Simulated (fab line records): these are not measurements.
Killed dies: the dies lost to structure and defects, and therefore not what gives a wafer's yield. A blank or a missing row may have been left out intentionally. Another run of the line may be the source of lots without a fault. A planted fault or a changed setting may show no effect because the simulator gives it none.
Matching of chambers + flow n5_finfet + N5_BEOL_M0_SAQP_STRIP_108 on rie_diel-03 has 4 sister chambers
The step strips in N2/H2. 4 wafers are shown with their chamber, then 7 later ones without.

== WAFERS WITH THEIR CHAMBER ==
| wafer  | chamber | showerhead_plenum_p_Torr (Torr) |
|--------|---------|---------------------------------|
| L081.2 | 1       | 3.34                            |
| L083.4 | 2       | 3.40                            |
| L086.1 | 3       | 3.28                            |
| L086.2 | 0       | 3.52                            |

== WAFERS WITHOUT THEIR CHAMBER ==
| wafer  | showerhead_plenum_p_Torr (Torr) |
|--------|---------------------------------|
| L086.3 | 3.33                            |
| L089.2 | 3.39                            |
| L089.3 | 3.28                            |
| L089.6 | 3.28                            |
| L094.2 | 3.39                            |
| L094.3 | 3.51                            |
| L094.5 | 3.39                            |

== EACH ONE'S CHAMBER ==
| wafer  | from the rows above | in truth |
|--------|---------------------|----------|
| L086.3 | 1                   | 1        |
| L089.2 | 2                   | 2        |
| L089.3 | 3                   | 3        |
| L089.6 | 3                   | 3        |
| L094.2 | 2                   | 2        |
| L094.3 | 0                   | 0        |
| L094.5 | 2                   | 2        |
Correctly placed: 7 of 7. Can't be placed from these rows: 0. Wrongly placed: 0.
How it was worked out, from the rows above alone: a wafer's distance from a chamber is the root of the sum, over the readings, of the square of ((its reading less the chamber's mean) divided by the reading's scatter). If the next closest chamber is less than 2 further off than the closest, the wafer can't be placed; otherwise it belongs to the closest. The mean given for a chamber averages the wafers shown for that chamber. The scatter (one wafer shown for each chamber): square how far every hidden wafer sits from the nearest shown wafer, average those squares and take the square root.
